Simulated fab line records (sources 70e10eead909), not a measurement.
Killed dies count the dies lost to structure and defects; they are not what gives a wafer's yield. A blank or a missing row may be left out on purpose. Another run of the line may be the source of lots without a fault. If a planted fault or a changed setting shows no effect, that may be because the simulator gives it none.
Struck lot and sound lot, side by side | flow nand-harc | 14 steps out of a route of 1302
Sound: these wafers, L395.3, L395.5, L395.6. Struck: wafer L393.4; the same lot's L393.5 was not struck, so it is left out; see the end for the cause.
Each step with rows lists, per side, the tool, then ch with its chambers, then its first start. Under that, the readings that differ: sound wafers | struck wafers | difference of the means | sigmas: that difference in standard deviations of wafers without a fault.
alike: words and numbers the same on both sides, and readings whose means are apart by under 2 such deviations; not compared: readings that were withheld, readings missing a value for some wafer, numbers with overlapping values and no deviation given by the record, and bounds like >300 which may hide the same value.
The two part at a step that has a row with sigmas, a row that says differs or no value, or rows on one side only. Numbers that don't overlap but have no deviation are shown without sigmas and don't part them. Lack of a reading on every wafer of one side parts them only where that side has two or more wafers.

first, 1 step without rows for these wafers: NHARC_A_ONON_D1_DEP_03 (target thk 1000 nm).
NHARC_A_ONON_D1_THK_MEAS_05: measures by ellipsometry.
  sound: film-metro-02 at day 16 13:02; struck: film-metro-01 at day 15 14:44
  reading     | sound          | struck | difference | sigmas
  thk-nm (nm) | 1014 1016 1015 | 987    | -28        | -3
next comes 1 step that has no rows for these wafers: NHARC_A_ONON_D1_DEP_06 (target thickness 1000 nm).
NHARC_A_ONON_D1_THK_MEAS_08: measures by ellipsometry.
  sound: film-metro-01 at day 16 13:36; struck: film-metro-01 at day 15 15:19
  reading     | sound       | struck | difference | sigmas
  thk-nm (nm) | 987 989 989 | 1012   | +24        | +2
next comes 1 step that has no rows for these wafers: NHARC_A_ONON_D1_DEP_09 (target thickness 1000 nm).
NHARC_A_ONON_D1_THK_MEAS_11: measures by ellipsometry.
  sound: film-metro-01 at day 16 14:11; struck: film-metro-02 at day 15 15:53
  alike: thk-nm
next comes 1 step that has no rows for these wafers: NHARC_A_ONON_D1_DEP_12 (target thickness 1000 nm).
NHARC_A_ONON_D1_THK_MEAS_14: measures by ellipsometry.
  sound: film-metro-01 at day 16 14:45; struck: film-metro-02 at day 15 16:26
  alike: thk-nm
then, 2 steps without rows for these wafers: NHARC_A_ONON_D1_ANNEAL_15 (time 3600 s); NHARC_A_ONON_D1_DEP_16 (target thk 1000 nm).
NHARC_A_ONON_D1_THK_MEAS_18: measures by ellipsometry.
  sound: film-metro-01 at day 16 19:14; struck: film-metro-02 at day 16 00:14
  alike: thk-nm
NHARC_A_ONON_D1_DEP_19: target thk 1000 nm.
  sound on pecvd-onon-01 ch 0, day 16 19:24; struck on pecvd-onon-03 ch 0, day 16 00:28
NHARC_A_ONON_D1_THK_MEAS_21: measures by ellipsometry.
  sound: film-metro-01 at day 16 19:48; struck: film-metro-02 at day 16 00:48
  reading     | sound       | struck | difference | sigmas
  thk-nm (nm) | 983 985 985 | 526    | -458       | -47
next comes 1 step that has no rows for these wafers: NHARC_A_ONON_D1_DEP_22 (target thickness 1000 nm).

== WHERE THEY PART ==
First at NHARC_A_ONON_D1_THK_MEAS_05; last, within this record, at NHARC_A_ONON_D1_THK_MEAS_21.

WHY: what had been put in by the simulator
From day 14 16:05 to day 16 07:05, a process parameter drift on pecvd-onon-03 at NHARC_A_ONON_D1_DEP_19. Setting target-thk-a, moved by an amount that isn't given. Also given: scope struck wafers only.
